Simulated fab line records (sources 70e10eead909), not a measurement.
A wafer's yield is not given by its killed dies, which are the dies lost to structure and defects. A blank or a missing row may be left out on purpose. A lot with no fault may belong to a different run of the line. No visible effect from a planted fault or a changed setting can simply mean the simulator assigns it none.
A single fault, viewed from 3 desks + flow nand harc + each desk has only its own numbers; what lay behind them comes last

## FROM THE METROLOGY DESK
Means of the sampled wafers that have a number, per lot and without regard to the tool the lot ran on: this is what the gauges read. If a lot's mean is further than 4 standard deviations from the usual mean, the lot is out of limits and carries the mark OUT (the distance appears in the brackets).
Columns: A = thk nm at NHARC_A_M0_THK_MEAS_24, usual 113.9 nm; B = cd nm at NHARC_A_M1_CD_MEAS_09, usual 120.1 nm
| lot  | first seen here | A     | B                |
|------|-----------------|-------|------------------|
| L391 | day 23 12:10    | 113.4 | 120.3            |
| L393 | day 23 15:31    | 112.6 | 119.6            |
| L392 | day 23 16:51    | 112.7 | 122.5 (+4.6) OUT |
| L395 | day 25 15:02    | 114.4 | 121.8            |
| L398 | day 26 19:41    | 116.4 | 121.1            |
| L402 | day 27 20:55    | 114.1 | 119.8            |
| L404 | day 28 16:31    | 116.4 | 119.9            |
| L403 | day 28 20:16    | 114.0 | 120.2            |
| L409 | day 30 01:02    | 112.7 | 120.5            |
| L407 | day 30 02:44    | 113.4 | 119.4            |
| L408 | day 30 08:42    | 114.4 | 120.2            |
| L410 | day 31 05:24    | 114.9 | 119.7            |
| L411 | day 31 19:14    | 114.6 | 120.8            |
This desk finds L392 out of limits, L392 being first, at day 23 18:16 (cd nm at NHARC_A_M1_CD_MEAS_09). Within limits: L391, L393, L395, L398, L402, L404, L403, L409, L407, L408, L410, L411.

## DESK OF THE TOOL OWNER: arfi scanner-02
The tool's own readings at NHARC_A_M1_EXPOSE_06 (exposes mask A M1, target cd 120 nm): means of the sampled wafers that have a number, for each lot that ran on this tool. If a lot's mean is further than 4 standard deviations from the usual mean, the lot is out of limits and carries the mark OUT (the distance appears in the brackets).
Columns: A = exposure dose mJ cm2 at NHARC_A_M1_EXPOSE_06, usual 75.01
| lot  | first seen here | A               |
|------|-----------------|-----------------|
| L391 | day 23 14:19    | 75.08           |
| L393 | day 23 16:48    | 75.07           |
| L392 | day 23 18:08    | 77.98 (+25) OUT |
| L395 | day 25 16:26    | 77.41 (+20) OUT |
| L398 | day 26 21:05    | 76.95 (+16) OUT |
This desk finds L392, L395, L398 out of limits, L392 being first, at day 23 18:08 (exposure dose mJ cm2 at NHARC_A_M1_EXPOSE_06). Within limits: L391, L393.

## THE DEFECT DESK
Counts from the inspections along the route, per lot, as means over the sampled wafers that have a number. If a lot's mean is further than 4 standard deviations from the usual mean, the lot is out of limits and carries the mark OUT (the distance appears in the brackets).
Columns: A = raw defect count at NHARC_A_M0_INSPECT_27, usual 531
| lot  | first seen here | A   |
|------|-----------------|-----|
| L391 | day 23 12:20    | 409 |
| L393 | day 23 15:40    | 516 |
| L392 | day 23 17:01    | 452 |
| L395 | day 25 15:11    | 509 |
| L398 | day 26 19:50    | 562 |
| L402 | day 27 21:04    | 542 |
| L404 | day 28 16:41    | 576 |
| L403 | day 28 20:26    | 479 |
| L409 | day 30 01:12    | 597 |
| L407 | day 30 02:53    | 612 |
| L408 | day 30 08:51    | 417 |
| L410 | day 31 05:33    | 676 |
| L411 | day 31 19:25    | 472 |
This desk's verdict: no lot among the 13 shows anything out of limits.

## ALL TOGETHER
The tool owner's desk could have raised an alarm at day 23 18:08, on L392, L395, L398.
At day 23 18:16 the metrology desk could have sounded an alarm, on L392.
The defect desk saw nothing out of limits.
The metrology desk holds a record of L395, L398, inside its limits.
The defect desk has L392, L395, L398 on record, within its limits.
All the named lots went through NHARC_A_M1_EXPOSE_06 on arfi scanner-02.

## WHAT HAD BEEN PUT IN BY THE SIMULATOR
Process parameters drifting: arfi scanner-02 at NHARC_A_M1_EXPOSE_06, beginning at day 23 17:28. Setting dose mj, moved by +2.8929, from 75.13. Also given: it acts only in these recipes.
Struck lots among those shown: L392, L395, L398.
Counting hours from when the fault started, the first reading out of limits came at 1 for the tool owner's desk and at 1 for the metrology desk.
